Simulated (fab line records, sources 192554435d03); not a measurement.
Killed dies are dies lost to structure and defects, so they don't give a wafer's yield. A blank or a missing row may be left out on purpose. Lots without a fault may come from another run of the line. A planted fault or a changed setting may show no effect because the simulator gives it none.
fab line records | flow n5_finfet
record lots=5 wafers=12 last_day=16
route steps=1938 shown MOL_CONTACT_COAG@626 BEOL_M0_SAQP@632 BEOL_M4@1111 PASSIVATION@1936
lots that met no fault: from a run of the same line without faults
start_h: hours from the record's first day to the start of the lot's first wafer shown | wait_h: hours since the lot's step before | " the same as in the row above | L1.1+2: a row that stands for several wafers | - no value, or no start given | * or withheld: withheld | < > ~ a bound
route shown NAME@n: a module of which the file shows steps, and the number in the route of the first | usual: mean/standard deviation of fault-free wafers | same: alike in all rows | chamber/n: place in a boat | sites: the reading at each site | _std_site: their standard deviation | _edge_site: outer sites' mean less inner sites' | radius_mm: how far each site lies from the wafer's centre | mask NAME#n: copy n | behind: the tool/chamber that last shaped the wafer | hold: why the lot was held/for how many hours/how that ended | device: the transistor (n, p or np) that didn't switch | end of line: the same wafers' tests at the end of the route | a step without rows: its recipe alone | killed: dies lost to structure and defects at the first sort, not the wafer's yield | map: a wafer's dies, x killed, . not, _ none there
set.NAME: the setting as run; set.NAME@STEP: as run at that earlier step | model.NAME: the simulator's own value behind a step, which no gauge read
lots at some steps of the route; a table a step, a row a wafer
services: from which hour (start_h, from the record's first day; less than 0 if before it) a tool's chamber was out of use, for how many hours, and why
## steps
# step N5_MOL_CONTACT_COAG_SRD_128
# recipe dry_time_s=32 dry=n2_spin spin_rpm=1500
# step N5_MOL_CONTACT_COAG_CMP_52
# recipe stop_on=SiO2 t_overpolish_s=1.5 post_cmp_clean=w_dilute_nh4oh down_force_psi=4 platen_rpm=50.289 pad_velocity_m_s=1.0006 target_thk_nm=66.5
# step N5_MOL_CONTACT_COAG_ANNEAL_112
# recipe temp_c=400 time_s=1800 ambient=HPD2 pressure_atm=10
# step N5_BEOL_M0_SAQP_PECVD_00
# recipe material=SiCN target_thk_a=80 temp_c=withheld precursor=3MS/NH3 pressure_torr=3 rf_w=202 time_s=14
# step N5_BEOL_M0_SAQP_ILD_DEP_01
# recipe material=SiOC target_thk_a=454.19 temp_c=350 precursor=DEMS/O2 pressure_torr=5 rf_w=500 time_s=8.7
# step N5_BEOL_M0_SAQP_HM_DEP_02
# recipe material=TiN target_thk_a=120 temp_c=25 chamber_pressure_pa=0.49996
# step N5_BEOL_M0_SAQP_PECVD_03
# recipe material=SiCN target_thk_a=120 temp_c=withheld precursor=3MS/NH3 pressure_torr=3 rf_w=202 time_s=21.1
# step N5_BEOL_M0_SAQP_PECVD_96
# recipe material=a-Si target_thk_a=450 temp_c=350 precursor=SiH4/He pressure_torr=3 rf_w=100 time_s=45.2
# step N5_BEOL_M0_SAQP_PECVD_97
# recipe material=SiNx target_thk_a=230 temp_c=350 precursor=SiH4/NH3/N2 pressure_torr=1.5 rf_w=300 time_s=19.9
# step N5_BEOL_M0_SAQP_PECVD_04
# recipe material=a-Si target_thk_a=600 temp_c=350 precursor=SiH4/He pressure_torr=3 rf_w=100 time_s=60.2
# usual heater_power_outer_w=364/59 heater_power_w=634/95 showerhead_plenum_p_Torr=5.68/0.063 susceptor_temp_C=350.01/0.2 throttle_valve_pct=18.1/1.4
# columns lot.wafer tool chamber start_h wait_h heater_power_outer_w heater_power_w showerhead_plenum_p_Torr susceptor_temp_C throttle_valve_pct model.a-Si_of_BEOL_M0_SAQP_PECVD_04.thk_nm
L683.1 pecvd-03 1 135.71 0.0 398 744 5.73 349.66 19.4 59
L683.2 " 0 " " 288 496 5.59 349.93 17.8 60.6
L683.3 " 2 " " 359 574 5.65 350.08 17.4 59.4
L689.3 pecvd-03 1 171.41 0.0 344 682 5.72 350.35 19.4 99.2
L689.6 " 0 " " 319 551 5.61 350.43 18.0 102
L694.3 pecvd-03 1 203.40 0.1 364 693 5.73 349.86 19.4 100.4
L694.6 " 0 " " 329 552 5.61 350.37 18.1 102.2
L695.1 pecvd-03 1 210.12 0.0 322 617 5.72 350.12 19.7 58.4
L695.6 " 0 " " 320 558 5.60 350.16 17.9 102.6
L696.1 pecvd-04 2 215.90 0.0 482 786 5.67 350.27 16.6 59
L696.3 " 1 " " 354 578 5.83 349.78 16.0 59.4
L696.5 " 2 " " 478 795 5.67 350.21 16.8 60.2
# step N5_BEOL_M0_SAQP_THK_MEAS_05
# usual thk_nm=59.8/0.89
# columns lot.wafer tool chamber start_h wait_h thk_nm
L683.1 film_metro-01 - 135.81 0.1 59.0
L683.2 " - " " 60.6
L683.3 " - " " 59.5
L689.3 film_metro-01 - 171.51 0.1 99.3
L689.6 " - " " 101.9
L694.3 film_metro-01 - 203.50 0.1 100.5
L694.6 " - " " 102.2
L695.1 film_metro-01 - 210.25 0.1 58.4
L695.6 " - " " 102.6
L696.1 film_metro-01 - 216.00 0.1 59.0
L696.3 " - " " 59.3
L696.5 " - " " 60.2
# step N5_BEOL_M0_SAQP_HM_DEP_111
# recipe material=SiO2 target_thk_a=120 temp_c=400 precursor=SiH4/N2O pressure_torr=0.75 rf_w=275 time_s=7.2
# step N5_BEOL_M0_SAQP_COAT_81
# recipe resist=SOC temp_c=250 time_s=60 spin_rpm=1500 resist_thk_nm=100
# step N5_BEOL_M0_SAQP_COAT_82
# recipe resist=SiARC temp_c=220 time_s=60 spin_rpm=1500 resist_thk_nm=30
# step N5_BEOL_M0_SAQP_COAT_08
# recipe resist=CAR-ArF spin_rpm=1500 resist_thk_nm=90
# step N5_BEOL_M0_SAQP_EBR_10
# recipe solvent=PGMEA ebr_width_mm=1.5
# step N5_BEOL_M0_SAQP_SOFTBAKE_09
# recipe temp_c=110 time_s=60 resist=CAR-ArF
# step N5_BEOL_M0_SAQP_EXPOSE_11
# recipe mask_id=M0_CORE na=1.35 source_shape=dipole sigma_inner=0.538 sigma_outer=0.738 polarization=te target_cd_nm=42 dose_mj=55
# step N5_BEOL_M0_SAQP_PEB_12
# recipe peb_temp_c=withheld peb_time_s=60 resist=CAR-ArF
# step N5_BEOL_M0_SAQP_DEVELOP_13
# recipe develop_time_s=30 developer=TMAH resist=CAR-ArF dev_temp_c=23 rinse_liquid=diw dry=air_spin
# step N5_BEOL_M0_SAQP_DESCUM_19
# recipe chemistry=O2 time_s=7.9 source_power_w=50 bias_power_w=20 pressure_mtorr=20 rf_frequency_hz=2.712e+07 temp_c=40 resist=CAR-ArF o2_flow_sccm=225
# step N5_BEOL_M0_SAQP_ETCH_83
# recipe chemistry=CF4 target=SiARC target_depth_a=390 mask_material=CAR-ArF time_s=65 ion_energy_ev=80 pressure_mtorr=40 source_w=545 bias_w=36 Ar_flow_sccm=100 cf4_flow_sccm=100 ends=cleared
# step N5_BEOL_M0_SAQP_ETCH_84
# recipe chemistry=N2/H2 target=SOC target_depth_a=1000 overetch_a=200 mask_material=SiARC temp_c=40 time_s=150 ion_energy_ev=200 pressure_mtorr=30 source_w=840 bias_w=150 n2_flow_sccm=200 h2_flow_sccm=200
# step N5_BEOL_M0_SAQP_STRIP_80
# recipe chemistry=N2/H2 temp_c=40 n2_flow_sccm=200 h2_flow_sccm=200 rf_frequency_hz=6e+07
# step N5_BEOL_M0_SAQP_HM_OPEN_112
# recipe chemistry=CHF3/O2 target=SiO2 stop_on=a-Si target_depth_a=120 over_etch_frac=1.25 mask_material=SOC time_s=13.5 pressure_mtorr=30 source_w=650 bias_w=170 Ar_flow_sccm=200 CHF3_flow_sccm=50 O2_flow_sccm=5 ion_energy_ev=200 ends=end_point
# step N5_BEOL_M0_SAQP_STRIP_113
# recipe chemistry=CHF3/O2 resist=SiARC rf_frequency_hz=6e+07
# step N5_BEOL_M0_SAQP_MANDREL_ETCH_20
# recipe target_depth_a=600 chemistry=HBr/Cl2 target=a-Si stop_on=SiNx bt_time_s=10 mask_material=SOC over_etch_frac=0.5 time_s=30 pressure_mtorr=10 icp_w=800 bias_w=75 HBr_flow_sccm=150 Cl2_flow_sccm=80 ends=end_point
# usual drypump_motor_current_A=5.6/0.51 oes_product_au=0.773/0.015 throttle_valve_pct=35.4/0.45
# same over_etch_frac=0.5
# columns lot.wafer tool chamber start_h wait_h drypump_motor_current_A oes_product_au rf_hours_counter_h throttle_valve_pct model.etch.depth_nm
L683.1 rie_si-01 1 136.54 0.0 5.6 0.746 159 35.5 58.96
L683.2 " 2 " " 5.9 0.777 113 35.1 60.62
L683.3 " 0 " " 5.6 0.759 88 35.9 59.44
L689.3 rie_si-05 1 172.38 0.0 5.0 0.988 90 34.2 87.75
L689.6 " 1 " " 5.0 0.971 - 34.2 87.15
L694.3 rie_si-02 2 204.43 0.0 5.3 0.988 115 34.6 90.11
L694.6 " 1 " " 4.9 0.994 - 35.7 87.4
L695.1 rie_si-02 0 211.17 0.0 5.3 0.771 19 35.6 58.43
L695.6 " 1 " " 4.9 0.986 - 35.7 86.66
L696.1 rie_si-05 1 217.05 0.0 5.0 0.774 91 34.6 58.99
L696.3 " 3 " " 6.4 0.777 154 35.4 59.33
L696.5 " 0 " " 6.0 0.793 - 35.9 60.15
# step N5_BEOL_M0_SAQP_STRIP_86
# recipe chemistry=N2/H2 power_w=500 temp_c=40 pressure_mtorr=50 rf_frequency_hz=6e+07 overash_fraction=0.3 bias_power_w=28 h2_frac=0.5 n2_flow_sccm=300 h2_flow_sccm=300
# step N5_BEOL_M0_SAQP_STRIP_115
# recipe chemistry=post_etch_residue_remover time_s=60 temp_c=25 remover_ph=withheld remover_water_wt_pct=withheld remover_fluoride_wt_pct=withheld
# step N5_BEOL_M0_SAQP_SRD_93
# recipe dry=ipa_marangoni time_s=30 temp_c=23 rinse_liquid=diw
# step N5_BEOL_M0_SAQP_RECESS_114
# recipe chemistry=HF/NH3 target=SiO2 target_depth_a=144 afs_cycles=3 temp_c=30 sublimation_temp_c=180 sublimation_time_s=60
# step N5_BEOL_M0_SAQP_SPACER1_ALD_98
# recipe material=SiO2 target_thk_a=128 temp_c=300 ald_precursor_family=BDEAS ald_co_reactant=O2-plasma pulse_time_s=1 purge_time_s=2 co_reactant_purge_time_s=2 ald_cycles=138 pressure_torr=2
# step N5_BEOL_M0_SAQP_SPACER1_ETCHBACK_99
# recipe chemistry=CHF3/O2 mode=anisotropic_etchback target=SiO2 target_depth_a=154 time_s=7.7 pressure_mtorr=30 source_w=650 bias_w=170 Ar_flow_sccm=200 CHF3_flow_sccm=50 O2_flow_sccm=5 ion_energy_ev=200
# usual CHF3_flow_sccm=50.02/0.15 drypump_motor_current_A=5.8/0.44 oes_o_777_au=0.78/0.089 oes_product_au=0.77/0.092 rf_vpp_V=527/12 showerhead_plenum_p_Torr=2.40/0.092 throttle_valve_pct=18.84/0.26
# columns lot.wafer tool chamber start_h wait_h CHF3_flow_sccm drypump_motor_current_A oes_o_777_au oes_product_au rf_hours_counter_h rf_vpp_V showerhead_plenum_p_Torr throttle_valve_pct model.a-Si_of_BEOL_M0_SAQP_PECVD_04.thk_nm
L683.1 rie_diel-01 3 138.25 0.4 50.08 6.0 0.68 0.67 217 522 2.27 18.78 58.4
L683.2 " 0 " " 49.90 5.6 0.89 0.93 14 532 2.48 18.41 60
L683.3 " 1 " " 49.96 5.5 0.77 0.74 171 517 2.49 19.05 58.8
L689.3 rie_diel-06 2 173.47 0.3 50.24 6.1 0.72 0.27 186 544 2.30 19.18 98.6
L689.6 " 2 " " 50.05 6.1 0.72 0.27 - 543 2.30 19.16 101.4
L694.3 rie_diel-01 2 206.25 0.3 50.23 5.4 0.69 0.27 220 543 2.29 18.76 99.8
L694.6 " 1 " " 49.78 5.5 0.75 0.27 - 516 2.48 18.97 101.4
L695.1 rie_diel-06 2 212.34 0.3 49.85 6.1 0.72 0.69 198 545 2.29 19.30 57.8
L695.6 " 0 " " 49.93 6.8 0.72 0.27 - 510 2.47 18.77 102.2
L696.1 rie_diel-02 3 218.27 0.3 50.02 6.2 0.70 0.70 225 519 2.31 19.23 58.4
L696.3 " 1 " " 49.93 5.7 0.90 0.87 39 544 2.55 18.45 58.8
L696.5 " 3 " " 49.82 6.2 0.71 0.70 - 519 2.31 19.23 59.6
# step N5_BEOL_M0_SAQP_MANDREL1_REMOVE_100
# recipe chemistry=HBr/Cl2/O2 bt_time_s=10 target=a-Si stop_on=SiNx endpoint=OES-SiCl over_etch_frac=0.85 icp_w=600 bias_w=30 HBr_flow_sccm=150 Cl2_flow_sccm=80 O2_flow_sccm=5 pressure_mtorr=10
# step N5_BEOL_M0_SAQP_ETCH_101
# recipe chemistry=CH3F/O2 target=SiNx mask_material=SiO2 target_depth_a=299 time_s=42.7 pressure_mtorr=30 source_w=395 bias_w=73 Ar_flow_sccm=150 CH3F_flow_sccm=30 O2_flow_sccm=20 ion_energy_ev=120
# step N5_BEOL_M0_SAQP_INSPECT_42
# recipe mode=adi inspect_instrument=brightfield
# usual raw_defect_count=287/73
# columns lot.wafer tool chamber start_h wait_h raw_defect_count
L683.1 defect_inspect-02 - 140.77 0.1 343
L683.2 " - " " 372
L683.3 " - " " 314
L689.3 defect_inspect-02 - 176.04 0.0 1977
L689.6 " - " " 2020
L694.3 defect_inspect-01 - 208.69 0.0 2032
L694.6 " - " " 1955
L695.1 defect_inspect-01 - 214.81 0.1 232
L695.6 " - " " 2112
L696.1 defect_inspect-02 - 221.14 0.1 190
L696.3 " - " " 287
L696.5 " - " " 193
# step N5_BEOL_M4_RC_MEAS_101
# usual DIBL_N=35.0/2.4 DIBL_P=35.4/2.8 IOFF_N=0.14/0.045 IOFF_P=0.20/0.048 ION_N=667/19 ION_P=460/11 SS_N=71.2/0.71 SS_P=73.1/0.86 VT_N=252/4.6 VT_P=-251/3.4
# columns lot.wafer tool chamber start_h wait_h DIBL_N[mV/V] DIBL_P[mV/V] IOFF_N[nA/um] IOFF_P[nA/um] ION_N[uA/um] ION_P[uA/um] SS_N[mV/dec] SS_P[mV/dec] VT_N[mV] VT_P[mV]
L683.1 prober-02 0 195.73 0.0 34.9 35.8 0.16 0.21 684 469 71.4 73.3 249 -248
L683.2 " 0 " " 35.5 35.6 0.18 0.22 697 476 70.5 73.4 247 -249
L683.3 " 0 " " 33.9 34.2 0.15 0.19 687 471 70.2 73.1 249 -249
L695.1 prober-01 0 276.08 0.0 32.2 33.7 0.11 0.16 655 454 70.8 72.1 254 -256
L696.1 prober-02 0 281.87 0.0 33.3 33.2 0.12 0.18 674 467 71.2 72.3 253 -253
L696.3 " 0 " " 35.8 35.9 0.15 0.21 665 457 71.1 72.7 251 -249
L696.5 " 0 " " 35.5 35.8 0.13 0.21 646 449 71.6 72.9 253 -251
# step N5_PASSIVATION_PROBE_49
# usual defect_limited_yield=91.7/1.4 killed_at_M0_to_M3=32/9.7 killed_at_M4_up=14/5.5 killed_at_contacts=13/6.1 killed_at_front_end=35/10 killed_at_other=4.2/2.9 killed_dies=98/17 killed_on_rim=13/4.2 killed_open=63/12 killed_short=32/7.7 sort_bin_5_function=4.8/0.9 sort_bin_6_memory=3.1/0.63 sort_n_pass=1073/41 sort_yield_pct=91/3.5
# same gross_dies=1180 killed_at_back_side=0 sort_bin_4_leakage[%]=0 sort_bin_8_speed[%]=0
# columns lot.wafer tool chamber start_h wait_h defect_limited_yield[%] killed_at_M0_to_M3 killed_at_M4_up killed_at_contacts killed_at_front_end killed_at_other killed_dies killed_on_rim killed_open killed_short sort_bin_5_function[%] sort_bin_6_memory[%] sort_n_pass sort_yield_pct[%]
L683.1 prober-01 - 292.27 0.0 93.6 18 13 13 25 6 75 12 41 33 4.2 2.0 1105 94
L683.2 prober-01 - 292.32 0.1 93.4 26 9 9 33 1 78 15 58 15 4.2 1.7 1102 93
L683.3 prober-01 - 292.37 0.1 92.6 21 10 16 35 5 87 7 55 32 4.2 2.9 1093 93
L689.3 prober-02 - 331.96 0.1 0 1123 14 9 33 1 1180 152 85 28 96.1 3.7 0 0
L689.6 prober-02 - 332.11 0.3 0 1125 8 17 24 6 1180 152 61 24 97.2 2.6 0 0
L694.3 prober-02 - 372.08 0.2 0 1122 14 8 31 5 1180 152 45 35 97.0 2.7 0 0
L694.6 prober-02 - 372.23 0.3 0 1117 21 12 30 0 1180 152 72 36 96.3 3.5 0 0
L695.6 prober-01 - 383.44 0.3 0 1077 15 20 66 2 1180 152 88 41 95.7 3.7 0 0
# killed by level:class
L683.1 MOL_CONTACT_COAG:geometric_particle:open=10 BEOL_M0_SAQP:geometric_particle:open=7 FIN_SAQP:geometric_particle:short=6 STI_FIN_REVEAL:geometric_particle:open=5 BEOL_M0_SAQP:geometric_particle:short=5 ILD0:geometric_particle:short=4 BEOL_M4:geometric_particle:short=4 BEOL_M4:geometric_particle:open=3
L683.2 STI_FIN_REVEAL:geometric_particle:open=15 MOL_CONTACT_COAG:geometric_particle:open=8 BEOL_M2:geometric_particle:open=7 BEOL_M3:geometric_particle:open=6 HKMG_FIN:area_etch=5 BEOL_M0_SAQP:geometric_particle:open=4 BEOL_M4:geometric_particle:open=4 DUMMY_GATE:geometric_particle:open=3
L683.3 MOL_CONTACT_COAG:geometric_particle:open=10 STI_FIN_REVEAL:geometric_particle:open=9 FIN_SAQP:geometric_particle:short=8 BEOL_M1:geometric_particle:open=8 MOL_CONTACT_COAG:geometric_particle:short=6 STI_FIN_REVEAL:geometric_particle:short=5 FIN_SAQP:geometric_particle:open=4 BEOL_M2:geometric_particle:open=4
L689.3 BEOL_M0_SAQP:area_etch=1067 BEOL_M1:geometric_particle:open=11 BEOL_M2:geometric_particle:open=11 STI_FIN_REVEAL:geometric_particle:open=10 BEOL_M0_SAQP:geometric_particle:open=10 BEOL_M0_SAQP:geometric_particle:short=9 BEOL_M3:geometric_particle:open=9 MOL_CONTACT_COAG:geometric_particle:open=7
L689.6 BEOL_M0_SAQP:area_etch=1093 MOL_CONTACT_COAG:geometric_particle:open=14 BEOL_M2:geometric_particle:open=13 BEOL_M3:geometric_particle:open=8 STI_FIN_REVEAL:geometric_particle:open=5 FIN_SAQP:geometric_particle:open=4 BEOL_M0_SAQP:geometric_particle:short=4 STARTING-WAFER:geometric_particle:short=4
L694.3 BEOL_M0_SAQP:area_etch=1099 MOL_CONTACT_COAG:geometric_particle:open=7 BEOL_M0_SAQP:geometric_particle:short=7 BEOL_M0_SAQP:geometric_particle:open=6 BEOL_M4:geometric_particle:open=6 STARTING-WAFER:geometric_particle:short=5 FIN_SAQP:geometric_particle:open=4 DUMMY_GATE:geometric_particle:open=4
L694.6 BEOL_M0_SAQP:area_etch=1070 BEOL_M3:geometric_particle:open=10 MOL_CONTACT_COAG:geometric_particle:open=9 BEOL_M0_SAQP:geometric_particle:short=9 BEOL_M0_SAQP:geometric_particle:open=8 BEOL_M2:geometric_particle:open=8 FIN_SAQP:geometric_particle:short=5 BEOL_M5:geometric_particle:open=5
L695.6 BEOL_M0_SAQP:area_etch=1047 FIN_SAQP:geometric_particle:open=16 MOL_CONTACT_COAG:geometric_particle:open=14 STI_FIN_REVEAL:geometric_particle:open=11 DUMMY_GATE:geometric_particle:open=9 FIN_SAQP:geometric_particle:short=8 BEOL_M0_SAQP:geometric_particle:open=8 BEOL_M0_SAQP:geometric_particle:short=7
# map L689.3 (x killed, . not)
_________________xxxxxxxxxxxx________________
______________xxxxxxxxxxxxxxxxxx_____________
___________xxxxxxxxxxxxxxxxxxxxxxxx__________
__________xxxxxxxxxxxxxxxxxxxxxxxxxx_________
________xxxxxxxxxxxxxxxxxxxxxxxxxxxxxx_______
_______xxxxxxxxxxxxxxxxxxxxxxxxxxxxxxxx______
______xxxxxxxxxxxxxxxxxxxxxxxxxxxxxxxxxx_____
_____xxxxxxxxxxxxxxxxxxxxxxxxxxxxxxxxxxxx____
____xxxxxxxxxxxxxxxxxxxxxxxxxxxxxxxxxxxxxx___
___xxxxxxxxxxxxxxxxxxxxxxxxxxxxxxxxxxxxxxxx__
___xxxxxxxxxxxxxxxxxxxxxxxxxxxxxxxxxxxxxxxx__
__xxxxxxxxxxxxxxxxxxxxxxxxxxxxxxxxxxxxxxxxxx_
__xxxxxxxxxxxxxxxxxxxxxxxxxxxxxxxxxxxxxxxxxx_
_xxxxxxxxxxxxxxxxxxxxxxxxxxxxxxxxxxxxxxxxxxxx
_xxxxxxxxxxxxxxxxxxxxxxxxxxxxxxxxxxxxxxxxxxxx
_xxxxxxxxxxxxxxxxxxxxxxxxxxxxxxxxxxxxxxxxxxxx
_xxxxxxxxxxxxxxxxxxxxxxxxxxxxxxxxxxxxxxxxxxxx
_xxxxxxxxxxxxxxxxxxxxxxxxxxxxxxxxxxxxxxxxxxxx
_xxxxxxxxxxxxxxxxxxxxxxxxxxxxxxxxxxxxxxxxxxxx
_xxxxxxxxxxxxxxxxxxxxxxxxxxxxxxxxxxxxxxxxxxxx
_xxxxxxxxxxxxxxxxxxxxxxxxxxxxxxxxxxxxxxxxxxxx
__xxxxxxxxxxxxxxxxxxxxxxxxxxxxxxxxxxxxxxxxxx_
__xxxxxxxxxxxxxxxxxxxxxxxxxxxxxxxxxxxxxxxxxx_
___xxxxxxxxxxxxxxxxxxxxxxxxxxxxxxxxxxxxxxxx__
___xxxxxxxxxxxxxxxxxxxxxxxxxxxxxxxxxxxxxxxx__
____xxxxxxxxxxxxxxxxxxxxxxxxxxxxxxxxxxxxxx___
_____xxxxxxxxxxxxxxxxxxxxxxxxxxxxxxxxxxxx____
______xxxxxxxxxxxxxxxxxxxxxxxxxxxxxxxxxx_____
_______xxxxxxxxxxxxxxxxxxxxxxxxxxxxxxxx______
________xxxxxxxxxxxxxxxxxxxxxxxxxxxxxx_______
__________xxxxxxxxxxxxxxxxxxxxxxxxxx_________
___________xxxxxxxxxxxxxxxxxxxxxxxx__________
______________xxxxxxxxxxxxxxxxxx_____________
_________________xxxxxxxxxxxx________________
# map L694.3 (x killed, . not)
_________________xxxxxxxxxxxx________________
______________xxxxxxxxxxxxxxxxxx_____________
___________xxxxxxxxxxxxxxxxxxxxxxxx__________
__________xxxxxxxxxxxxxxxxxxxxxxxxxx_________
________xxxxxxxxxxxxxxxxxxxxxxxxxxxxxx_______
_______xxxxxxxxxxxxxxxxxxxxxxxxxxxxxxxx______
______xxxxxxxxxxxxxxxxxxxxxxxxxxxxxxxxxx_____
_____xxxxxxxxxxxxxxxxxxxxxxxxxxxxxxxxxxxx____
____xxxxxxxxxxxxxxxxxxxxxxxxxxxxxxxxxxxxxx___
___xxxxxxxxxxxxxxxxxxxxxxxxxxxxxxxxxxxxxxxx__
___xxxxxxxxxxxxxxxxxxxxxxxxxxxxxxxxxxxxxxxx__
__xxxxxxxxxxxxxxxxxxxxxxxxxxxxxxxxxxxxxxxxxx_
__xxxxxxxxxxxxxxxxxxxxxxxxxxxxxxxxxxxxxxxxxx_
_xxxxxxxxxxxxxxxxxxxxxxxxxxxxxxxxxxxxxxxxxxxx
_xxxxxxxxxxxxxxxxxxxxxxxxxxxxxxxxxxxxxxxxxxxx
_xxxxxxxxxxxxxxxxxxxxxxxxxxxxxxxxxxxxxxxxxxxx
_xxxxxxxxxxxxxxxxxxxxxxxxxxxxxxxxxxxxxxxxxxxx
_xxxxxxxxxxxxxxxxxxxxxxxxxxxxxxxxxxxxxxxxxxxx
_xxxxxxxxxxxxxxxxxxxxxxxxxxxxxxxxxxxxxxxxxxxx
_xxxxxxxxxxxxxxxxxxxxxxxxxxxxxxxxxxxxxxxxxxxx
_xxxxxxxxxxxxxxxxxxxxxxxxxxxxxxxxxxxxxxxxxxxx
__xxxxxxxxxxxxxxxxxxxxxxxxxxxxxxxxxxxxxxxxxx_
__xxxxxxxxxxxxxxxxxxxxxxxxxxxxxxxxxxxxxxxxxx_
___xxxxxxxxxxxxxxxxxxxxxxxxxxxxxxxxxxxxxxxx__
___xxxxxxxxxxxxxxxxxxxxxxxxxxxxxxxxxxxxxxxx__
____xxxxxxxxxxxxxxxxxxxxxxxxxxxxxxxxxxxxxx___
_____xxxxxxxxxxxxxxxxxxxxxxxxxxxxxxxxxxxx____
______xxxxxxxxxxxxxxxxxxxxxxxxxxxxxxxxxx_____
_______xxxxxxxxxxxxxxxxxxxxxxxxxxxxxxxx______
________xxxxxxxxxxxxxxxxxxxxxxxxxxxxxx_______
__________xxxxxxxxxxxxxxxxxxxxxxxxxx_________
___________xxxxxxxxxxxxxxxxxxxxxxxx__________
______________xxxxxxxxxxxxxxxxxx_____________
_________________xxxxxxxxxxxx________________
## services
# columns tool chamber start_h hours kind
pecvd-04 1 114.28 6.1 repair
rie_si-01 3 122.16 - clean
rie_si-01 3 122.16 29.4 scheduled_down
rie_si-01 3 122.16 29.4 vent_cycle
rie_diel-02 3 134.23 1.3 repair
rie_si-02 - 140.59 2.8 pm
pecvd-03 1 146.22 2.1 scheduled_down
rie_diel-02 - 147.33 14.6 pm
pecvd-04 1 155.99 7.4 repair
rie_diel-02 1 176.33 5.3 repair
rie_si-05 1 192.21 2.5 repair
pecvd-04 0 196.17 2.1 scheduled_down
rie_si-05 2 198.55 2.9 repair
rie_diel-01 3 198.80 7.3 repair
pecvd-03 2 202.38 - clean
pecvd-03 2 202.38 - consumable_replace:showerhead
pecvd-03 2 202.38 29.0 scheduled_down
pecvd-03 2 202.38 29.0 vent_cycle
rie_diel-01 3 211.77 18.5 repair
rie_si-01 - 216.84 2.8 pm
## key
first_sign step=N5_BEOL_M0_SAQP_THK_MEAS_05 reading=thk_nm direction=up sigmas=47 usual=* struck=*
effect step=N5_BEOL_M0_SAQP_MANDREL_ETCH_20 reading=oes_product_au direction=up sigmas=14 usual=0.773 struck=0.985
effect step=N5_BEOL_M0_SAQP_SPACER1_ETCHBACK_99 reading=oes_product_au direction=down sigmas=5.5 usual=0.77 struck=0.27
effect step=N5_BEOL_M0_SAQP_INSPECT_42 reading=raw_defect_count direction=up sigmas=24 usual=287 struck=2019
effect step=N5_PASSIVATION_PROBE_49 reading=killed_at_M0_to_M3 direction=up sigmas=99+ usual=32 struck=1113
model_effect step=N5_BEOL_M0_SAQP_PECVD_04 value=a-Si_of_BEOL_M0_SAQP_PECVD_04.thk_nm without=60 struck=101.3
model_effect step=N5_BEOL_M0_SAQP_MANDREL_ETCH_20 value=etch.depth_nm without=59.98 struck=87.81
model_effect step=N5_BEOL_M0_SAQP_SPACER1_ETCHBACK_99 value=a-Si_of_BEOL_M0_SAQP_PECVD_04.thk_nm without=59.4 struck=100.7
more_kills_born_at N5_BEOL_M0_SAQP_MANDREL_ETCH_20@rie_si-02=3216 N5_BEOL_M0_SAQP_MANDREL_ETCH_20@rie_si-05=2160
met_at N5_BEOL_M0_SAQP_PECVD_04
struck_wafers L689.3,L689.6,L694.3,L694.6,L695.6
later_rows_left_out L689.3,L689.6,L694.3,L694.6,L695.6
onset_between 135.71 171.41
fault kind=process_parameter_drift tool=pecvd-03 chamber=- onset_h=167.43 steps=N5_BEOL_M0_SAQP_PECVD_04 channel=time_s offset=* shape=step end_h=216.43 scope=struck_wafers_only acts_in=* stated=*
# later_rows_left_out: the simulator's readings of these wafers behind a module that went badly wrong aren't trusted and aren't shown, but for the sort
